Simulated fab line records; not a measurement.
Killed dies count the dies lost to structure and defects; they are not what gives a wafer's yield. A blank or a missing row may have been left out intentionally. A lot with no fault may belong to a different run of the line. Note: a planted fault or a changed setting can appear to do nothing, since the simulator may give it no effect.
fab line records ; flow n5-finfet
[record] lots = 7; wafers = 39
route steps=1938 shown ZERO_LAYER@4 PMOS_HMC_CHANNEL_EPI@64 SD_EPI_N@288 MOL_CONTACT_COAG@544 BEOL_M0@721 BEOL_M2@912 BEOL_M4@1067
start-h: hours from the record's opening day to when the first of the lot's shown wafers began ; wait-h: hours since the lot's step before ; " identical to the entry in the row above ; L1.1+2: a row that stands for several wafers ; - no value present, or no start provided ; * or withheld: withheld ; < > ~ a bound
route shown NAME@n: a module of which the file shows steps, and the number in the route of the first ; usual: the fault-free wafers' mean and standard deviation ; same: alike in all rows ; chamber/n: place in a boat ; sites: each site's reading ; _std_site: how widely they spread, as a standard deviation ; _edge_site: mean of outer sites minus mean of inner sites ; radius-mm: how far each site lies from the wafer's centre ; mask NAME#n: copy n ; behind: tool/chamber where the wafer was last shaped ; hold: the reason the lot was held/the length of the hold in hours/how it ended ; device: whichever transistor did not switch (one of n, p or np) ; end of line: the same wafers' tests at the end of the route ; a step without rows: its recipe alone ; killed: not the wafer's yield, but the dies lost to structure and defects at the first sort ; map: dies across one wafer; x = killed, . = not, _ = none there
set.NAME: the setting as run; set.NAME@STEP: as run at that earlier step ; model.NAME: the simulator's own value behind a step, which no gauge read
lots with deliberately changed settings; one table per step, one row per wafer
[[steps]]
[step N5_ZERO_LAYER_PECVD_02]
[recipe] material = SiO2; target-thk-a = 100; temp-c = 400; precursor = SiH4/N2O; pressure-torr = 0.75; rf-w = 275; time-s = 6
[step N5_PMOS_HMC_CHANNEL_EPI_DEVELOP_08]
[recipe] develop-time-s = 30; developer = TMAH; resist = CAR-ArF-block; dev-temp-c = 23; rinse-liquid = diw; dry = air-spin
[step N5_SD_EPI_N_EPI_21]
[recipe] material = Si:P; dopant = P; temp-c = 680; pressure-torr = 255; time-s = 690
[step N5_MOL_CONTACT_COAG_ALD_20]
[recipe] material = TiN; target-thk-a = 15; temp-c = 400; ald-precursor-family = TiCl4; ald-co-reactant = NH3; pulse-time-s = 1; purge-time-s = 3; co-reactant-purge-time-s = 2; co-reactant-pulse-time-s = 2; ald-cycles = 68; pressure-torr = 3
[step N5_BEOL_M0_TRENCH_ETCH_107]
[recipe] chemistry = C4F6/O2; target-depth-a = 328; target = SiOC; time-s = 16.4; ion-energy-ev = 250; pressure-mtorr = 30; source-w = 355; bias-w = 185; Ar_flow_sccm = 300; C4F6_flow_sccm = 10; O2_flow_sccm = 10
[step N5_BEOL_M2_SPUTTER_88]
[recipe] material = Cu; target-thk-a = 45; temp-c = -20; chamber-pressure-pa = 0.07; power-w = withheld; time-s = 8.29
[step N5_BEOL_M4_VIA_ETCH_34]
[recipe] chemistry = C4F6/O2; target-depth-a = 694; mask-material = SOC; pressure-mtorr = 15; ion-energy-ev = 250; taper-deg = 4; time-s = 65.9; source-w = 350; bias-w = 170; Ar_flow_sccm = 300; C4F6_flow_sccm = 10; O2_flow_sccm = 10
[step N5_BEOL_M4_RC_MEAS_101]
[usual] CJ_N = 4.37/0.08; REXT_N = 75.3/1.5; RS_PWELL = 3007/24; RS_SD_N = 28.5/0.36
lot.wafer;tool;chamber;start-h;wait-h;set.time-s@ZERO_LAYER_PECVD_02;set.develop-time-s@PMOS_HMC_CHANNEL_EPI_DEVELOP_08;set.epi-growth-time-s@SD_EPI_N_EPI_21;set.co-reactant-pulse-time-s@MOL_CONTACT_COAG_ALD_20;set.target-depth-a@BEOL_M0_TRENCH_ETCH_107;set.target-thk-a@BEOL_M2_SPUTTER_88;set.target-depth-a@BEOL_M4_VIA_ETCH_34;CJ_N;REXT_N[ohm.um];RS_PWELL[ohm/sq];RS_SD_N[ohm/sq]
L075.1;prober-02;0;171.73;0.0;6;22.6;894.6;2;509.2;45;981.5;4.46;71.9;3017;24.0
L075.2;prober-02;0;171.73;0.0;6;30;690;2;509.2;45;981.5;4.36;75.2;3072;29.0
L075.3;prober-02;0;171.73;0.0;3.251;22.6;894.6;2;328;45;694;3.99;72.9;2967;24.0
L075.4;prober-02;0;171.73;0.0;6;22.6;690;2;328;53.04;981.5;4.52;74.8;3023;29.4
L075.5;prober-02;0;171.73;0.0;3.251;30;894.6;2;328;53.04;694;4.07;71.7;2935;24.1
L075.6;prober-02;0;171.73;0.0;3.251;30;690;2;509.2;53.04;694;4.03;74.2;2981;28.6
L076.1;prober-01;0;194.75;0.0;6;30;512.9;1.122;328;45;694;4.25;83.9;3025;35.0
L076.2;prober-01;0;194.75;0.0;6;30;512.9;1.122;328;59.79;694;4.23;84.0;2980;35.9
L076.3;prober-01;0;194.75;0.0;6;40.47;512.9;2;328;45;694;4.31;82.8;3004;35.6
L076.4;prober-01;0;194.75;0.0;6;40.47;690;2;328;45;694;4.30;76.1;2995;28.1
L076.5;prober-01;0;194.75;0.0;6;40.47;690;1.122;328;59.79;694;4.34;75.9;3004;28.3
L076.6;prober-01;0;194.75;0.0;6;30;690;2;328;59.79;694;4.28;75.4;2982;28.5
L083.1;prober-01;0;232.24;0.0;6;30;690;1.384;477.5;45;893.8;4.44;75.6;3023;28.8
L083.2;prober-01;0;232.24;0.0;6;30;690;2;477.5;45;694;4.38;76.5;3026;28.9
L083.3;prober-01;0;232.24;0.0;6;30;690;2;328;58.51;694;4.43;76.1;3031;29.0
L083.4;prober-01;0;232.24;0.0;6;30;690;1.384;477.5;58.51;694;4.38;76.0;3028;28.9
L083.5;prober-01;0;232.24;0.0;6;30;690;1.384;328;58.51;893.8;4.38;75.9;2994;28.9
L083.6;prober-01;0;232.24;0.0;6;30;690;2;328;45;893.8;4.37;75.7;3037;28.8
L088.1;prober-01;0;253.74;0.0;6;30;690;1.309;328;36.69;1007;4.33;75.8;3032;28.8
L088.2;prober-01;0;253.74;0.0;6;30;690;2;328;45;1007;4.38;75.6;3000;29.0
L088.3;prober-01;0;253.74;0.0;7.207;30;690;2;328;36.69;694;4.50;77.0;3007;29.0
L088.4;prober-01;0;253.74;0.0;6;30;690;2;510.3;45;694;4.39;76.3;2975;28.6
L088.5;prober-01;0;253.74;0.0;7.207;30;690;1.309;510.3;36.69;694;4.50;77.1;3033;28.6
L088.6;prober-01;0;253.74;0.0;7.207;30;690;1.309;510.3;45;1007;4.54;75.7;3024;28.8
L090.1;prober-02;0;269.18;0.0;6;30;690;2;328;22.96;834.5;4.27;73.0;2993;28.2
L090.2;prober-02;0;269.18;0.0;8.313;40.05;690;2;421.5;45;834.5;4.54;72.8;3064;27.9
L090.3;prober-02;0;269.18;0.0;8.313;40.05;904.5;2;328;45;694;4.64;69.7;3019;23.3
L090.4;prober-02;0;269.18;0.0;8.313;30;904.5;2;328;45;834.5;4.59;70.6;3027;23.3
L090.5;prober-02;0;269.18;0.0;6;40.05;904.5;2;421.5;22.96;694;4.31;70.3;2983;23.4
L090.6;prober-02;0;269.18;0.0;6;30;690;2;421.5;22.96;694;4.31;72.5;2987;28.2
L094.1;prober-02;0;286.17;0.0;6;30;690;2;328;45;694;4.45;75.2;3009;28.4
L094.5;prober-02;0;286.17;0.0;6;30;690;2;328;45;694;4.56;75.2;3037;28.6
L094.6;prober-02;0;286.17;0.0;6;30;690;2;328;45;694;4.46;75.2;3023;28.4
L097.1;prober-02;0;307.18;0.0;6;18.06;503.3;1.622;328;62.67;1073;4.40;82.0;3003;36.0
L097.2;prober-02;0;307.18;0.0;6;18.06;690;1.622;328;45;1073;4.39;73.4;3029;28.1
L097.3;prober-02;0;307.18;0.0;8.057;18.06;690;2;328;62.67;1073;4.62;73.6;3074;28.3
L097.4;prober-02;0;307.18;0.0;8.057;30;503.3;1.622;328;45;694;4.65;81.8;3057;36.3
L097.5;prober-02;0;307.18;0.0;8.057;30;503.3;2;328;62.67;694;4.63;80.7;3056;36.0
L097.6;prober-02;0;307.18;0.0;6;30;690;2;328;45;694;4.36;73.9;3014;28.4
[[key]]
[split] step = N5_ZERO_LAYER_PECVD_02; setting = time-s; stated-as = 6
[response] step = N5_BEOL_M4_RC_MEAS_101; reading = CJ_N; slope = +0.00802; per = 1%; together-with = all; explained = 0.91
[response] step = N5_BEOL_M4_RC_MEAS_101; reading = RS_PWELL; slope = +1.39; per = 1%; together-with = all; explained = 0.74
[split] step = N5_PMOS_HMC_CHANNEL_EPI_DEVELOP_08; setting = develop-time-s; stated-as = 30
response none clear
[split] step = N5_SD_EPI_N_EPI_21; setting = epi-growth-time-s; stated-as = 690
[response] step = N5_BEOL_M4_RC_MEAS_101; reading = RS_SD_N; slope = -0.215; per = 1%; together-with = all; explained = 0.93
[response] step = N5_BEOL_M4_RC_MEAS_101; reading = REXT_N; slope = -0.172; per = 1%; together-with = all; explained = 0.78
[split] step = N5_MOL_CONTACT_COAG_ALD_20; setting = co-reactant-pulse-time-s; stated-as = 2
response none clear
[split] step = N5_BEOL_M0_TRENCH_ETCH_107; setting = target-depth-a; stated-as = 328
response none clear
[split] step = N5_BEOL_M2_SPUTTER_88; setting = target-thk-a; stated-as = 45
response none clear
[split] step = N5_BEOL_M4_VIA_ETCH_34; setting = target-depth-a; stated-as = 694
response none clear
